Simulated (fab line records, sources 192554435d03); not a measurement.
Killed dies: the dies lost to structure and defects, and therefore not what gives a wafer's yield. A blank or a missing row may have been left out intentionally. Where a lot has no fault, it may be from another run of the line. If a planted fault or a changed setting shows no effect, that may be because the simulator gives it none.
Split-lot study :: flow n5Finfet :: 21 wafers read across 7 lots, on a route 1938 steps long

== ABOUT THE SPLIT ==
At N5_MOL_CONTACT_COAG_ETCH_106 (etches SOC in N2/H2, target depth 80 nm, overetch 16 nm, time 120 s), the setting sourceW was moved away from the recipe's 840 W on 10 of the 21 wafers read, by -18.0% to +17.0%. All remaining wafers had this setting at the recipe value.

The reading is taken at the split's own step.

== THE READING ==
rfVppV, in V, at N5_MOL_CONTACT_COAG_ETCH_106 (etches SOC in N2/H2, target depth 80 nm, overetch 16 nm, time 120 s). Typical for fault-free wafers on this fab line: 524.6 V, with standard deviation 2.6 V.

wafer: L075.1
tool, chamber at the split: rieDiel-06, 0
sourceW as run, W: 840
against the recipe: recipe
rfVppV, V: 528.5
against lot-mates on the recipe: -

wafer: L075.5
tool, chamber at the split: rieDiel-06, 3
sourceW as run, W: 746.9
against the recipe: -11.1%
rfVppV, V: 548.1
against lot-mates on the recipe: +19.6

wafer: L075.6
tool, chamber at the split: rieDiel-06, 0
sourceW as run, W: 746.9
against the recipe: -11.1%
rfVppV, V: 549.2
against lot-mates on the recipe: +20.7

wafer: L078.3
tool, chamber at the split: rieDiel-06, 0
sourceW as run, W: 840
against the recipe: recipe
rfVppV, V: 529.0
against lot-mates on the recipe: -

wafer: L078.5
tool, chamber at the split: rieDiel-06, 0
sourceW as run, W: 840
against the recipe: recipe
rfVppV, V: 526.7
against lot-mates on the recipe: -

wafer: L078.6
tool, chamber at the split: rieDiel-06, 3
sourceW as run, W: 939.7
against the recipe: +11.9%
rfVppV, V: 508.1
against lot-mates on the recipe: -19.8

wafer: L079.2
tool, chamber at the split: rieDiel-02, 3
sourceW as run, W: 779.1
against the recipe: -7.3%
rfVppV, V: 536.7
against lot-mates on the recipe: +8.2

wafer: L079.4
tool, chamber at the split: rieDiel-02, 2
sourceW as run, W: 840
against the recipe: recipe
rfVppV, V: 528.5
against lot-mates on the recipe: -

wafer: L079.6
tool, chamber at the split: rieDiel-02, 2
sourceW as run, W: 779.1
against the recipe: -7.3%
rfVppV, V: 542.0
against lot-mates on the recipe: +13.5

wafer: L085.1
tool, chamber at the split: rieDiel-06, 3
sourceW as run, W: 880.9
against the recipe: +4.9%
rfVppV, V: 517.8
against lot-mates on the recipe: -2.4

wafer: L085.2
tool, chamber at the split: rieDiel-06, 0
sourceW as run, W: 880.9
against the recipe: +4.9%
rfVppV, V: 519.6
against lot-mates on the recipe: -0.6

wafer: L085.3
tool, chamber at the split: rieDiel-06, 2
sourceW as run, W: 840
against the recipe: recipe
rfVppV, V: 520.2
against lot-mates on the recipe: -

wafer: L091.3
tool, chamber at the split: rieDiel-02, 1
sourceW as run, W: 982.4
against the recipe: +17.0%
rfVppV, V: 499.5
against lot-mates on the recipe: -26.4

wafer: L091.4
tool, chamber at the split: rieDiel-02, 0
sourceW as run, W: 840
against the recipe: recipe
rfVppV, V: 523.3
against lot-mates on the recipe: -

wafer: L091.5
tool, chamber at the split: rieDiel-02, 2
sourceW as run, W: 840
against the recipe: recipe
rfVppV, V: 528.5
against lot-mates on the recipe: -

wafer: L092.2
tool, chamber at the split: rieDiel-02, 3
sourceW as run, W: 840
against the recipe: recipe
rfVppV, V: 524.8
against lot-mates on the recipe: -

wafer: L092.3
tool, chamber at the split: rieDiel-02, 2
sourceW as run, W: 840
against the recipe: recipe
rfVppV, V: 527.2
against lot-mates on the recipe: -

wafer: L092.5
tool, chamber at the split: rieDiel-02, 3
sourceW as run, W: 840
against the recipe: recipe
rfVppV, V: 524.5
against lot-mates on the recipe: -

wafer: L093.3
tool, chamber at the split: rieDiel-02, 1
sourceW as run, W: 689.2
against the recipe: -18.0%
rfVppV, V: 560.7
against lot-mates on the recipe: +38.3

wafer: L093.4
tool, chamber at the split: rieDiel-02, 3
sourceW as run, W: 689.2
against the recipe: -18.0%
rfVppV, V: 560.2
against lot-mates on the recipe: +37.8

wafer: L093.5
tool, chamber at the split: rieDiel-02, 0
sourceW as run, W: 840
against the recipe: recipe
rfVppV, V: 522.4
against lot-mates on the recipe: -

FIT RESULTS
A straight line over all 21 wafers: rfVppV changes by -1.79 V for each +1% of sourceW; r = -0.98; the points scatter about the line by 2.8 V.
The same after taking each lot's own level away (the mean of its wafers on the recipe; 21 wafers): -1.78 V for each +1%; r = -0.98; scatter 3.2 V.
On that fit, the largest move of sourceW shifts the reading by 32 V.
The span of the lots' own levels, 520.20 to 528.50 V, comes to 3.2 times the standard deviation stated above.
So the lot-to-lot level changes the slope little: the two slopes agree.
Check: for one of the wafers moved furthest among these (-18.0%), held out of the fit, the line's prediction against its lot-mates is +31.8 V. Against them it came out at +38.3 V.
Tool readings at the split's step, against how far the setting was moved: rfVppV r = -0.98.

== THESE WAFERS: OTHER SPLITS ==
Other splits were also applied to these wafers ahead of the reading. Each is held against what the fit with the lots' levels taken away leaves over:
other split on the same wafers: N5_DUMMY_GATE_COAT_28 spinRpm
wafers away from the commonest value: 8
r with rfVppV (lot level and that fit taken away): +0.08

other split on the same wafers: N5_SD_EPI_N_EXPOSE_06 doseMj
wafers away from the commonest value: 8
r with rfVppV (lot level and that fit taken away): -0.16

other split on the same wafers: N5_SD_EPI_N_PEB_07 pebTempC
wafers away from the commonest value: 6
r with rfVppV (lot level and that fit taken away): +0.01

other split on the same wafers: N5_SDB_CUT_ETCH_26 biasW
wafers away from the commonest value: as run: not given for these wafers
r with rfVppV (lot level and that fit taken away): -

== THE FILE'S OWN FIT ==
rfVppV changes by -1.76 V for each +1% of sourceW, r = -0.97.
